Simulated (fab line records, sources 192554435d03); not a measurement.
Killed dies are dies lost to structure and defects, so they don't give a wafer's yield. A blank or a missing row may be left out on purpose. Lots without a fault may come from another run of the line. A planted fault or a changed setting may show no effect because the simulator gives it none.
Split-lot experiment | flow n5_finfet | 7 lots, 39 wafers read, on a route of 1938 steps

THE SPLIT
At N5_DUMMY_GATE_CVD_03 (deposits a-Si from SiH4, target thk 150 nm, time 8042 s), the setting target_thk_a was moved away from the recipe's 1500 angstrom on 12 of the 39 wafers read, by +19.5% to +35.1%. The other wafers ran this setting at the recipe's value.

The reading is taken at the split's own step.

THE READING
a-Si_of_DUMMY_GATE_CVD_03.thk_nm (the simulator's own value, which no gauge read), in nm, at N5_DUMMY_GATE_CVD_03 (deposits a-Si from SiH4, target thk 150 nm, time 8042 s). The file gives no usual value for it. The 27 wafers here that ran the recipe average 149.8 nm, standard deviation 1.7 nm.

wafer  | tool, chamber at the split | target_thk_a as run, angstrom | against the recipe | a-Si_of_DUMMY_GATE_CVD_03.thk_nm, nm | against lot-mates on the recipe
L075.1 | -, -                       | 2026                          | +35.1%             | 202                                  | no lot-mate on the recipe
L075.2 | -, -                       | 2026                          | +35.1%             | 201.6                                | no lot-mate on the recipe
L075.3 | -, -                       | 2026                          | +35.1%             | 202.8                                | no lot-mate on the recipe
L075.4 | -, -                       | 2026                          | +35.1%             | 202.6                                | no lot-mate on the recipe
L075.6 | -, -                       | 2026                          | +35.1%             | 202.6                                | no lot-mate on the recipe
L075.5 | -, -                       | 2026                          | +35.1%             | 202.2                                | no lot-mate on the recipe
L084.1 | -, -                       | 1500                          | recipe             | 150.8                                | -
L084.2 | -, -                       | 1500                          | recipe             | 150.6                                | -
L084.3 | -, -                       | 1500                          | recipe             | 152.2                                | -
L084.4 | -, -                       | 1500                          | recipe             | 152                                  | -
L084.5 | -, -                       | 1500                          | recipe             | 151                                  | -
L084.6 | -, -                       | 1500                          | recipe             | 151.6                                | -
L085.1 | -, -                       | 1500                          | recipe             | 150.2                                | -
L085.2 | -, -                       | 1500                          | recipe             | 150.4                                | -
L085.3 | -, -                       | 1500                          | recipe             | 149.2                                | -
L085.4 | -, -                       | 1500                          | recipe             | 151.4                                | -
L085.5 | -, -                       | 1500                          | recipe             | 148.8                                | -
L085.6 | -, -                       | 1500                          | recipe             | 148.8                                | -
L087.1 | -, -                       | 1500                          | recipe             | 146.6                                | -
L087.2 | -, -                       | 1500                          | recipe             | 148.4                                | -
L087.3 | -, -                       | 1500                          | recipe             | 148.2                                | -
L087.4 | -, -                       | 1500                          | recipe             | 147                                  | -
L087.5 | -, -                       | 1500                          | recipe             | 148.8                                | -
L087.6 | -, -                       | 1500                          | recipe             | 147.4                                | -
L091.1 | lpcvd-01, 1/15,1/34        | 1500                          | recipe             | 152.4                                | -
L091.5 | lpcvd-01, 1/15,1/34        | 1500                          | recipe             | 152.4                                | -
L091.4 | lpcvd-01, 1/29             | 1500                          | recipe             | 152                                  | -
L094.1 | -, -                       | 1793                          | +19.5%             | 181.2                                | no lot-mate on the recipe
L094.2 | -, -                       | 1793                          | +19.5%             | 181.4                                | no lot-mate on the recipe
L094.5 | -, -                       | 1793                          | +19.5%             | 181.4                                | no lot-mate on the recipe
L094.6 | -, -                       | 1793                          | +19.5%             | 181.4                                | no lot-mate on the recipe
L094.3 | -, -                       | 1793                          | +19.5%             | 182.6                                | no lot-mate on the recipe
L094.4 | -, -                       | 1793                          | +19.5%             | 182.4                                | no lot-mate on the recipe
L095.1 | -, -                       | 1500                          | recipe             | 149.2                                | -
L095.2 | -, -                       | 1500                          | recipe             | 149                                  | -
L095.3 | -, -                       | 1500                          | recipe             | 149                                  | -
L095.4 | -, -                       | 1500                          | recipe             | 149                                  | -
L095.5 | -, -                       | 1500                          | recipe             | 149                                  | -
L095.6 | -, -                       | 1500                          | recipe             | 148.4                                | -
Where a row lists several chambers, the file gives one row for several wafers and doesn't say which wafer went through which chamber.

THE FIT
A straight line over all 39 wafers: a-Si_of_DUMMY_GATE_CVD_03.thk_nm changes by +1.52 nm for each +1% of target_thk_a; r = +1.00; the points scatter about the line by 1.7 nm.
Too few moved wafers have a lot-mate on the recipe to fit a line with each lot's own level taken away.

THE FILE'S OWN FIT
a-Si_of_DUMMY_GATE_CVD_03.thk_nm changes by +1.52 nm for each +1% of target_thk_a, r = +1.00.
